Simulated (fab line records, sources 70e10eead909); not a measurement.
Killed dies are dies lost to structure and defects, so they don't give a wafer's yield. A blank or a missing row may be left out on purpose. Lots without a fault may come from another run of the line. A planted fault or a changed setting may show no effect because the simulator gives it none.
fab line records | flow nand_harc
record lots=6 wafers=18 last_day=32
route steps=1302 shown P_GATE@171
lots that met no fault: from a run of the same line without faults
start_h: hours from the record's first day to the start of the lot's first wafer shown | wait_h: hours since the lot's step before | " the same as in the row above | L1.1+2: a row that stands for several wafers | - no value, or no start given | * or withheld: withheld | < > ~ a bound
route shown NAME@n: a module of which the file shows steps, and the number in the route of the first | usual: mean/standard deviation of fault-free wafers | same: alike in all rows | chamber/n: place in a boat | sites: the reading at each site | _std_site: their standard deviation | _edge_site: outer sites' mean less inner sites' | radius_mm: how far each site lies from the wafer's centre | mask NAME#n: copy n | behind: the tool/chamber that last shaped the wafer | hold: why the lot was held/for how many hours/how that ended | device: the transistor (n, p or np) that didn't switch | end of line: the same wafers' tests at the end of the route | a step without rows: its recipe alone | killed: dies lost to structure and defects at the first sort, not the wafer's yield | map: a wafer's dies, x killed, . not, _ none there
set.NAME: the setting as run; set.NAME@STEP: as run at that earlier step | model.NAME: the simulator's own value behind a step, which no gauge read
lots at some steps of the route; a table a step, a row a wafer
services: from which hour (start_h, from the record's first day; less than 0 if before it) a tool's chamber was out of use, for how many hours, and why
## steps
# step NHARC_P_GATE_HARDBAKE_47
# recipe temp_c=125 time_s=80
# step NHARC_P_GATE_DESCUM_48
# recipe time_s=3 o2_flow_sccm=200 ar_flow_sccm=0 bias_power_w=0 chemistry=O2
# usual drypump_motor_current_A=5.7/0.51 oes_product_au=1.003/0.016 rf_vpp_V=57.8/0.8 showerhead_plenum_p_Torr=1.92/0.071 throttle_valve_pct=11.311/0.0093
# columns lot.wafer tool chamber start_h wait_h drypump_motor_current_A oes_product_au rf_hours_counter_h rf_vpp_V showerhead_plenum_p_Torr throttle_valve_pct
L858.3 rie_diel-07 3 133.44 - 6.1 1.011 1 58.0 1.78 11.323
L858.6 " 1 " " 6.0 1.024 - 57.3 2.03 11.315
L858.5 " 2 " " 6.2 0.993 - 57.1 1.93 11.312
L862.3 rie_diel-08 2 168.02 - 5.0 1.025 12 56.7 1.87 11.310
L862.4 " 0 " " 5.3 1.001 9 58.0 1.83 11.319
L862.5 " 3 " " 6.5 1.004 - 57.7 1.89 11.321
L863.1 rie_diel-08 1 183.79 - 5.2 1.024 11 59.3 2.03 11.297
L863.4 " 3 " " 6.5 1.000 - 58.4 1.89 11.317
L863.5 " 0 " " 5.3 0.999 - 58.6 1.83 11.320
L864.3 rie_diel-07 0 185.92 - 5.6 0.993 2 59.1 1.98 11.318
L864.5 " 0 " " 5.6 0.990 - 58.8 1.98 11.328
L864.6 " 1 " " 6.0 1.011 - 58.6 2.03 11.309
L873.4 rie_diel-08 1 272.50 - 5.2 1.007 3 58.2 2.03 11.324
L873.3 " 2 " " 4.9 1.013 3 57.5 1.86 11.299
L873.5 " 1 " " 5.2 1.001 - 57.8 2.03 11.300
L875.3 rie_diel-04 1 297.41 - 6.3 0.981 9 58.7 1.92 11.334
L875.4 " 2 " " 6.2 1.019 9 58.5 1.85 11.296
L875.5 " 1 " " 6.2 0.997 - 58.2 1.92 11.314
# step NHARC_P_GATE_IMPLANT_49
# recipe energy_kev=30 dose_cm2=3e+15 tilt_deg=7
# step NHARC_P_GATE_STRIP_111
# recipe power_w=1500 temp_c=110 time_s=250 chemistry=N2/H2
# usual drypump_motor_current_A=5.7/0.6 heater_power_w=82/4.4
# columns lot.wafer tool chamber start_h wait_h drypump_motor_current_A heater_power_w rf_hours_counter_h
L858.3 plasma_asher-01 0 133.94 0.3 5.9 80 -
L858.6 " 1 " " 5.5 93 -
L858.5 " 0 " " 5.9 82 -
L862.4 plasma_asher-02 0 168.51 0.2 4.9 79 -
L862.3 " 1 " " 6.5 81 -
L862.5 " 1 " " 6.5 79 -
L863.1 plasma_asher-01 1 184.24 0.2 5.5 91 1
L863.4 " 1 " " 5.5 88 -
L863.5 " 0 " " 6.0 82 -
L864.3 plasma_asher-02 1 186.44 0.3 6.5 80 -
L864.6 " 0 " " 5.0 80 -
L864.5 " 1 " " 6.5 79 -
L873.4 plasma_asher-02 1 272.97 0.2 6.5 82 -
L873.3 " 0 " " 5.0 74 -
L873.5 " 1 " " 6.5 83 -
L875.4 plasma_asher-02 0 297.87 0.2 5.0 74 -
L875.3 " 1 " " 6.5 83 -
L875.5 " 1 " " 6.5 81 -
# step NHARC_P_GATE_STRIP_75
# recipe power_w=1500 temp_c=250 chemistry=O2
# usual drypump_motor_current_A=5.7/0.6 heater_power_w=307/17
# columns lot.wafer tool chamber start_h wait_h drypump_motor_current_A heater_power_w rf_hours_counter_h
L858.3 plasma_asher-01 0 134.12 0.1 5.9 316 -
L858.6 " 1 " " 5.5 344 -
L858.5 " 0 " " 5.9 319 -
L862.4 plasma_asher-02 0 168.73 0.2 5.0 296 -
L862.3 " 1 " " 6.5 301 -
L862.5 " 1 " " 6.5 301 -
L863.1 plasma_asher-01 1 184.49 0.2 5.5 338 1
L863.4 " 1 " " 5.5 331 -
L863.5 " 0 " " 5.9 319 -
L864.3 plasma_asher-02 1 186.63 0.1 6.5 297 -
L864.6 " 0 " " 5.0 297 -
L864.5 " 1 " " 6.5 303 -
L873.4 plasma_asher-02 1 273.20 0.2 6.5 313 -
L873.3 " 0 " " 5.0 275 -
L873.5 " 1 " " 6.5 307 -
L875.4 plasma_asher-02 0 298.09 0.2 5.0 271 -
L875.3 " 1 " " 6.5 313 -
L875.5 " 1 " " 6.5 309 -
# step NHARC_P_GATE_STRIP_50
# recipe time_s=900 temp_c=130 chemistry=SPM
# step NHARC_P_GATE_DEHYDRATE_51
# recipe temp_c=150 time_s=120
# step NHARC_P_GATE_HMDS_52
# recipe time_s=30
# step NHARC_P_GATE_COAT_53
# recipe spin_rpm=3000
# step NHARC_P_GATE_SOFTBAKE_54
# recipe temp_c=122 time_s=95
# step NHARC_P_GATE_EBR_55
# step NHARC_P_GATE_EXPOSE_56
# recipe na=0.6 target_cd_nm=720 dose_mj=14.81 mask_id=P_PSD
# step NHARC_P_GATE_PEB_57
# recipe peb_temp_c=118 peb_time_s=85
# usual heater_power_total_W=163.97/0.29 plate_temp_C=117.98/0.15
# columns lot.wafer tool chamber start_h wait_h heater_power_total_W plate_temp_C
L858.3 litho_track-02 0 134.93 0.1 163.68 117.79
L858.5 " 0 " " 164.32 117.76
L858.6 " 0 " " 164.04 117.82
L862.3 litho_track-07 0 169.54 0.1 164.02 117.92
L862.4 " 0 " " 164.03 118.12
L862.5 " 0 " " 163.67 117.95
L863.1 litho_track-07 0 185.19 0.1 163.75 117.84
L863.4 " 0 " " 163.71 118.05
L863.5 " 0 " " 163.79 117.90
L864.3 litho_track-02 0 187.43 0.1 164.41 117.97
L864.5 " 0 " " 163.93 118.10
L864.6 " 0 " " 164.35 117.91
L873.3 litho_track-02 0 274.01 0.1 151.05 111.22
L873.4 " 0 " " 151.33 111.14
L873.5 " 0 " " 151.35 111.22
L875.3 litho_track-02 0 298.90 0.1 151.11 110.78
L875.4 " 0 " " 151.32 110.93
L875.5 " 0 " " 150.80 110.88
# step NHARC_P_GATE_DEVELOP_58
# recipe time_s=70
# step NHARC_P_GATE_CD_MEAS_59
# recipe target_cd_nm=720 landing_energy_ev=500
# usual cd_nm=719.8/2
# columns lot.wafer tool chamber start_h wait_h cd_nm
L858.3 cd_sem-02 0 135.02 - 721.5
L858.5 " 0 " " 723.7
L858.6 " 0 " " 720.7
L862.3 cd_sem-01 0 169.64 - 717.7
L862.4 " 0 " " 719.5
L862.5 " 0 " " 719.7
L863.1 cd_sem-03 0 185.28 - 721.4
L863.4 " 0 " " 719.7
L863.5 " 0 " " 717.2
L864.3 cd_sem-03 0 187.52 - 721.1
L864.5 " 0 " " 720.4
L864.6 " 0 " " 720.5
L873.3 cd_sem-02 0 274.10 - 705.4
L873.4 " 0 " " 704.9
L873.5 " 0 " " 706.8
L875.3 cd_sem-02 0 298.99 - 703.2
L875.4 " 0 " " 706.4
L875.5 " 0 " " 704.9
# step NHARC_P_GATE_HARDBAKE_60
# recipe temp_c=125 time_s=80
## services
# columns tool chamber start_h hours kind
rie_diel-08 1 112.78 9.7 repair
rie_diel-07 - 117.20 9.0 pm
plasma_asher-02 - 122.13 2.3 repair
rie_diel-04 3 152.06 3.6 repair
plasma_asher-01 - 165.00 9.0 pm
plasma_asher-01 0 165.00 9.0 vent_cycle
rie_diel-07 0 169.16 5.7 repair
rie_diel-04 - 178.47 9.0 pm
rie_diel-08 2 181.54 8.8 repair
rie_diel-08 - 190.86 9.0 pm
rie_diel-07 0 193.09 6.3 repair
plasma_asher-01 - 201.36 4.4 repair
rie_diel-04 1 203.54 13.0 repair
litho_track-02 - 227.00 7.0 pm
rie_diel-04 2 235.21 8.3 repair
rie_diel-07 - 243.73 0.5 repair
plasma_asher-02 - 249.05 9.0 pm
plasma_asher-02 0 249.05 9.0 vent_cycle
plasma_asher-02 1 249.05 9.0 vent_cycle
litho_track-07 - 251.00 7.0 pm
plasma_asher-02 0 258.05 - clean
plasma_asher-02 1 258.05 - clean
rie_diel-08 1 274.08 4.2 repair
rie_diel-07 - 294.20 9.0 pm
## key
first_sign step=NHARC_P_GATE_PEB_57 reading=plate_temp_C direction=down sigmas=48 usual=* struck=*
effect step=NHARC_P_GATE_PEB_57 reading=heater_power_total_W direction=down sigmas=44 usual=* struck=*
effect step=NHARC_P_GATE_CD_MEAS_59 reading=cd_nm direction=down sigmas=7.3 usual=719.8 struck=705.3
met_at NHARC_P_GATE_PEB_57
struck_wafers L873.3,L873.4,L873.5,L875.3,L875.4,L875.5
tester_left_out L873,L875
onset_between 187.43 274.01
fault kind=process_parameter_drift tool=litho_track-02 chamber=- onset_h=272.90 steps=NHARC_P_GATE_PEB_57 channel=peb_temp_c offset=* shape=step end_h=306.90 acts_in=* stated=*
# tester_left_out: of these lots the tester's yield and bins aren't shown, on N5 and GAA mostly nor the transistor test; their killed dies are dies lost to structure and defects alone, not to doping, threshold or leakage, so they don't give the yield
